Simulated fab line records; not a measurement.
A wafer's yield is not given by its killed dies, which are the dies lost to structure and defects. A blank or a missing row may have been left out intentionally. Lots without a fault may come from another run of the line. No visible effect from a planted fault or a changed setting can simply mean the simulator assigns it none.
Which tool did it? ; flow nand harc ; Sampling: 12 lots, 36 wafers, 5 of 1302 route steps

WHAT EACH GAUGE READ, for each wafer
NHARC_END_SORT_01. Usual: killed at array 65, standard deviation 19; killed at other 0.9, standard deviation 1.1; killed at periphery 3.5, standard deviation 2.3; killed dies 69, standard deviation 19; killed open 3.2, standard deviation 1.8; killed short 2.4, standard deviation 1.5.
lot;measured;on;killed at array;killed at other;killed at periphery;killed dies;killed open;killed short;flag
L856;day 31 02:38;prober-01;670 99 668;0 0 0;6 4 9;676 103 677;2 2 2;2 3 4;OFF
L857;day 31 07:13;prober-02;99 671 89;4 4 0;3 2 6;106 677 95;2 2 7;2 1 3;OFF

TOOL THAT RAN EACH LOT (tool first, then ch and the chambers of the sampled wafers, then the start)
lot;NHARC_A_CONTACT_DEP_58;NHARC_A_CONTACT_DESCUM_74;NHARC_A_CONTACT_ETCH_78;NHARC_A_CONTACT_ETCH_125
L841;pecvd-01 ch 0,1, day 22 08:44;rie diel-04 ch 0,3, day 22 09:31;rie diel-04 ch 1,3, day 22 10:07;har cap etch-01 ch 0,1, day 22 11:17
L842;pecvd-01 ch 0,1,2, day 23 00:45;rie diel-05 ch 2,3, day 23 01:40;rie diel-05 ch 1,2,3, day 23 02:28;har cap etch-01 ch 0,1, day 23 03:29
L844;pecvd-01 ch 0,1,2, day 23 15:44;rie diel-04 ch 2,3, day 23 16:37;rie diel-04 ch 0,1,2, day 23 17:19;har cap etch-02 ch 0,1, day 23 18:21
L846;pecvd-04 ch 1, day 24 08:31;rie diel-03 ch 0,2, day 24 09:30;rie diel-03 ch 0,2, day 24 10:13;har cap etch-01 ch 0,1, day 24 11:16
L847;pecvd-01 ch 1,2, day 24 15:05;rie diel-05 ch 0,1,2, day 24 15:52;rie diel-05 ch 0,2, day 24 16:35;har cap etch-02 ch 0,1, day 24 17:38
L848;pecvd-01 ch 0,1, day 25 04:37;rie diel-03 ch 0,2,3, day 25 05:32;rie diel-03 ch 0,1,2, day 25 06:20;har cap etch-02 ch 0,1, day 25 07:18
L849;pecvd-03 ch 0,1,2, day 25 23:30;rie diel-04 ch 0,3, day 26 00:20;rie diel-04 ch 0,1, day 26 01:02;har cap etch-02 ch 0,1, day 26 02:10
L850;pecvd-03 ch 0,2, day 26 12:02;rie diel-04 ch 1,2,3, day 26 12:47;rie diel-04 ch 1,2, day 26 13:24;har cap etch-03 ch 0,1, day 26 14:34
L851;pecvd-03 ch 0,1,2, day 26 20:25;rie diel-04 ch 0,3, day 26 21:10;rie diel-04 ch 0,2,3, day 26 21:46;har cap etch-01 ch 0,1, day 26 22:55
L856;pecvd-03 ch 1,2, day 28 09:02;rie diel-04 ch 0,1,3, day 28 09:55;rie diel-04 ch 0,1,3, day 28 10:43;har cap etch-03 ch 0,1, day 28 11:40
L857;pecvd-03 ch 0,1,2, day 28 16:34;rie diel-04 ch 2,3, day 28 17:29;rie diel-04 ch 2,3, day 28 18:19;har cap etch-03 ch 0,1, day 28 19:30
L863;pecvd-04 ch 0,1,2, day 31 10:52;rie diel-05 ch 0,1,3, day 31 11:47;rie diel-05 ch 0,1,2, day 31 12:29;har cap etch-01 ch 0,1, day 31 13:37
- NHARC_A_CONTACT_DEP_58: deposits SiON, target thk 90 nm.
- NHARC_A_CONTACT_DESCUM_74: chemistry O2, time 3 s.
- NHARC_A_CONTACT_ETCH_78: etches the open film in O2/COS, target depth 5300 nm, time 1378 s.
- NHARC_A_CONTACT_ETCH_125: etches the open film in C4F8/O2/Ar, time 197 s, target depth 1918 nm.

AS READ BY THE TOOLS THEMSELVES (means over the sampled wafers that have a number; for cases with no such wafer, the mark the record gives instead)
NHARC_A_CONTACT_DEP_58. Usual: 755 W for heater power w, sd 76.
lot;tool;heater power w (W);flag
L841;pecvd-01;673;
L842;pecvd-01;701;
L844;pecvd-01;731;
L846;pecvd-04;723;
L847;pecvd-01;758;
L848;pecvd-01;666;
L849;pecvd-03;736;
L850;pecvd-03;786;
L851;pecvd-03;771;
L856;pecvd-03;808;
L857;pecvd-03;790;
L863;pecvd-04;741;

NHARC_A_CONTACT_DESCUM_74. Usual: drypump motor current A 5.9 A, standard deviation 0.63; oes product au 0.998 a.u., standard deviation 0.0089; rf vpp V 57.9 V, standard deviation 0.92; showerhead plenum p Torr 1.92 Torr, standard deviation 0.082; throttle valve pct 11.311 %, standard deviation 0.0092.
lot;tool;drypump motor current A (A);oes product au (a.u.);rf vpp V (V);showerhead plenum p Torr (Torr);throttle valve pct (%);flag
L841;rie diel-04;5.3;0.987;57.6;1.85;11.316;
L842;rie diel-05;5.5;1.000;58.0;1.92;11.307;
L844;rie diel-04;6.5;1.000;57.3;1.88;11.308;
L846;rie diel-03;6.0;1.010;58.2;1.95;11.316;
L847;rie diel-05;5.7;1.002;57.1;1.85;11.308;
L848;rie diel-03;5.8;1.008;59.1;1.97;11.298;
L849;rie diel-04;5.9;0.994;56.9;1.86;11.308;
L850;rie diel-04;6.5;1.001;58.0;1.94;11.308;
L851;rie diel-04;5.3;0.999;58.6;1.84;11.304;
L856;rie diel-04;5.9;1.000;57.6;1.92;11.307;
L857;rie diel-04;6.5;0.995;57.6;1.87;11.320;
L863;rie diel-05;5.9;0.986;56.5;1.85;11.313;

NHARC_A_CONTACT_ETCH_78. Usual: drypump motor current A 5.9 A, standard deviation 0.64; oes product au 0.997 a.u., standard deviation 0.0095; rf vpp V 314.1 V, standard deviation 1.9; showerhead plenum p Torr 3.12 Torr, standard deviation 0.13; throttle valve pct 28.331 %, standard deviation 0.008.
lot;tool;drypump motor current A (A);oes product au (a.u.);rf vpp V (V);showerhead plenum p Torr (Torr);throttle valve pct (%);flag
L841;rie diel-04;6.5;1.001;315.3;3.16;28.330;
L842;rie diel-05;5.8;0.991;314.3;3.07;28.329;
L844;rie diel-04;5.9;0.999;314.5;3.15;28.325;
L846;rie diel-03;6.0;1.004;314.2;3.17;28.335;
L847;rie diel-05;5.6;1.005;312.8;3.08;28.328;
L848;rie diel-03;5.7;1.006;314.3;3.15;28.334;
L849;rie diel-04;5.9;0.987;316.1;3.23;28.330;
L850;rie diel-04;6.5;0.997;316.3;3.26;28.321;
L851;rie diel-04;5.9;1.004;313.6;3.04;28.321;
L856;rie diel-04;5.9;0.884;314.2;3.13;28.336;OFF
L857;rie diel-04;6.4;0.938;314.7;3.07;28.332;OFF
L863;rie diel-05;5.8;0.989;311.5;2.99;28.332;

THE ANSWER, worked out from the rows above alone
Rule: a lot counts as off when the mean over its wafers that have a number is more than 3 standard deviations away from the usual mean. Also off: a lot with no number at a reading for which 4 or more lots have one. All remaining lots with rows at the step are treated as sound. After the gauges, taken in route order, come the tools' own readings; for these a lot's mean is taken, as printed above. The first step at which some lot is off is used, and at that step the reading that is off furthest; a lot without a number counts as furthest.
Off: L856, L857, at NHARC_END_SORT_01 (killed dies). Neither off nor sound, because the step has no rows for them: L841, L842, L844, L846, L847, L848, L849, L850, L851, L863.
If a tool, at a process step before that reading, ran all the lots that are off and no sound lot after the first of them, it fits. The gauges at NHARC_END_SORT_01 aren't tried: what is off there is off at NHARC_A_CONTACT_ETCH_78 too, on other tools, and a gauge's error can't cause that. Can't be told from this: 3 tools fit, pecvd-03 at NHARC_A_CONTACT_DEP_58, rie diel-04 at NHARC_A_CONTACT_DESCUM_74 and NHARC_A_CONTACT_ETCH_78, har cap etch-03 at NHARC_A_CONTACT_ETCH_125.

WHAT THE SIMULATOR HAD PUT IN
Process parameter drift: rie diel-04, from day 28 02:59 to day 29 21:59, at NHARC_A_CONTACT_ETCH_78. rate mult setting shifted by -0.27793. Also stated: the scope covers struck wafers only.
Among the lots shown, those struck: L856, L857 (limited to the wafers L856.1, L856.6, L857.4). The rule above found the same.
